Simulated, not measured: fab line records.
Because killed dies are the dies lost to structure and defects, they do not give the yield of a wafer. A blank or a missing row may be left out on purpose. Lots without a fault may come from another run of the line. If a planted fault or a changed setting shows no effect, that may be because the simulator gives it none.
One fault through the eyes of 2 desks    flow n5-finfet    what lay behind the numbers comes last; until then each desk has only its own

## AT THE METROLOGY DESK
What the gauges read, lot by lot, whatever tool the lot ran on: means of the sampled wafers that have a number. The brackets show how far a lot's mean lies from the usual mean; more than 4 standard deviations puts the lot out of limits, marked OUT. Shown here are 7 of its 12 readings, the ones lying furthest out on some lot.
Columns: A = thk-nm at N5_ILD0_THK_MEAS_04, usual 197.2 nm; B = DIBL_N at N5_BEOL_M4_RC_MEAS_101, usual 35.7 mV/V; C = DIBL_P at N5_BEOL_M4_RC_MEAS_101, usual 35.7 mV/V; D = IOFF_N at N5_BEOL_M4_RC_MEAS_101, usual 0.155 nA/um; E = IOFF_P at N5_BEOL_M4_RC_MEAS_101, usual 0.20 nA/um; F = VT_N at N5_BEOL_M4_RC_MEAS_101, usual 250 mV; G = VT_P at N5_BEOL_M4_RC_MEAS_101, usual -251 mV
lot   first seen here  A      B     C     D      E     F    G
L204  day 4 09:08      196.5  35.4  33.9  0.139  0.20  252  -251
L205  day 4 15:32      197.3  36.2  34.0  0.162  0.20  249  -252
L208  day 5 05:41      196.2  32.9  32.3  0.104  0.14  256  -256
L210  day 5 19:43      196.8  36.1  34.7  0.145  0.18  252  -256
L211  day 5 23:42      196.2  36.3  37.0  0.156  0.19  249  -254
L213  day 6 20:20      195.9  35.0  35.3  0.161  0.22  248  -248
L220  day 8 15:17      198.2  36.0  35.1  0.139  0.21  251  -249
L222  day 8 23:53      198.7  34.9  34.5  0.152  0.20  251  -251
L223  day 9 09:09      199.7  36.7  38.7  0.167  0.21  248  -252
L224  day 9 13:25      196.7  36.5  38.2  0.174  0.21  247  -251
Finding of this desk: none of the 10 lots has anything out of limits.

## AT THE TOOL OWNER'S DESK: ald-sin-02
The tool's own readings at N5_ILD0_ALD_15 (deposits SiNx, target thk 24 nm, pulse time 1 s, ald cycles 480): means of the sampled wafers that have a number, for each lot that ran on this tool. The brackets show how far a lot's mean lies from the usual mean; more than 4 standard deviations puts the lot out of limits, marked OUT.
Columns: A = chamber-pressure-Torr at N5_ILD0_ALD_15, usual 2.000 Torr; B = heater-power-outer-w at N5_ILD0_ALD_15, usual 513 W; C = heater-power-w at N5_ILD0_ALD_15, usual 824 W; D = precursor-pulse-height-rel at N5_ILD0_ALD_15, usual 0.998
lot   first seen here  A      B    C    D
L208  day 5 06:44      2.004  509  822  0.981
L210  day 5 20:46      1.999  443  719  0.991
L211  day 6 00:51      2.001  486  780  1.005
L220  day 8 16:19      1.995  454  738  0.997
Finding of this desk: none of the 4 lots has anything out of limits.

## ALL TOGETHER
At the metrology desk, nothing out of limits was observed.
The tool owner's desk saw nothing out of limits.

## WHAT THE SIMULATOR PUT IN
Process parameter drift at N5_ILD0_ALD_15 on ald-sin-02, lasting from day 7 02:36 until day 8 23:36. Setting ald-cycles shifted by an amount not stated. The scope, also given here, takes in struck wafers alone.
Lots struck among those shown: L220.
